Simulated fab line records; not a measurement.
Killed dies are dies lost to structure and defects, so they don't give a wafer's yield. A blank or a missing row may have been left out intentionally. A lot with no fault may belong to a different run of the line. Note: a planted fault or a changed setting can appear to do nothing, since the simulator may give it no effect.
The tool behind it: which one?    flow n5 finfet    8 lots, 24 wafers sampled, at 3 steps of a route of 1938

== WHAT EACH GAUGE READ, for each wafer ==
N5_DUMMY_GATE_INSPECT_17: inspects for defects (brightfield).
lot   measured     on                 raw defect count
L246  day 3 03:44  defect inspect-02  246 233 268
L247  day 3 10:06  defect inspect-01  181 113 145
L248  day 3 16:22  defect inspect-01  234 193 183
L252  day 4 17:06  defect inspect-02  1059 1086 991
L253  day 4 22:08  defect inspect-01  1022 994 975
L266  day 8 03:13  defect inspect-02  114 119 171
L267  day 8 10:53  defect inspect-02  153 184 117
L268  day 8 17:35  defect inspect-02  177 172 202

== TOOL THAT RAN EACH LOT (tool first, then ch and the chambers of the sampled wafers, then the start) ==
lot   N5_STI_FIN_REVEAL_RECESS_09        N5_DUMMY_GATE_HM_DEP_06
L246  vapor etch-02 ch 0,1, day 2 15:56  lpcvd-01 ch 0/70,0/75,0/84, day 2 23:15
L247  vapor etch-02 ch 0,1, day 2 22:16  lpcvd-01 ch 1/109,1/90,1/95, day 3 05:36
L248  vapor etch-01 ch 0,1, day 3 04:47  lpcvd-01 ch 1/15,1/20,1/34, day 3 11:59
L252  vapor etch-02 ch 0,1, day 4 05:44  lpcvd-01 ch 0/45,0/59,0/64, day 4 12:43
L253  vapor etch-02 ch 0,1, day 4 10:45  lpcvd-01 ch 1/40,1/59,1/64, day 4 17:47
L266  vapor etch-02 ch 0,1, day 7 15:24  lpcvd-02 ch 0/65,0/79,0/84, day 7 22:43
L267  vapor etch-01 ch 1, day 7 23:25    lpcvd-02 ch 1/104,1/114,1/95, day 8 06:31
L268  vapor etch-02 ch 0,1, day 8 04:40  lpcvd-02 ch 0/29,0/34,0/39, day 8 13:14
- N5_STI_FIN_REVEAL_RECESS_09: chemistry HF/NH3, target SiO2, afs cycles 11, target depth 42.5 nm, sublimation time 60 s.
- N5_DUMMY_GATE_HM_DEP_06: deposits SiNx from DCS/NH3, target thk 80 nm, time 5141 s.

== THE ANSWER, worked out from the rows above alone ==
Rule: the usual values come from the lots themselves. Put in order of their means at a reading, lots are off if they are a third of the lots or fewer, leave a main group of 4 or more, and stand apart from it by a gap of 3 or more times the standard deviation of the main group's means; of several such gaps the widest counts. Not used: any main group whose means are identical at the precision the tables above print for the reading. A lot without any number at a reading at which 4 lots or more have one is off too. Where the step has rows for the other lots, those lots are counted as sound.
Off at N5_DUMMY_GATE_INSPECT_17 (raw defect count): L252, L253. Mean 178 and standard deviation 39 in the main group.
A tool fits if, at a process step before that reading, it ran every lot that is off, and no sound lot after the first of them. Those tools and the gauges at N5_DUMMY_GATE_INSPECT_17 are tried in the same way. One candidate fits, namely lpcvd-01 at N5_DUMMY_GATE_HM_DEP_06. A fault onset in the window from L248 (day 3 11:59, its last sound lot) to L252 (day 4 12:43, its first lot off) fits.

== WHAT HAD BEEN PUT IN BY THE SIMULATOR ==
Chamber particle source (lpcvd-01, N5_DUMMY_GATE_HM_DEP_06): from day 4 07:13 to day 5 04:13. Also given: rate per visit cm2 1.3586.
Struck lots among those shown: L252, L253. The rule above reached the same finding.
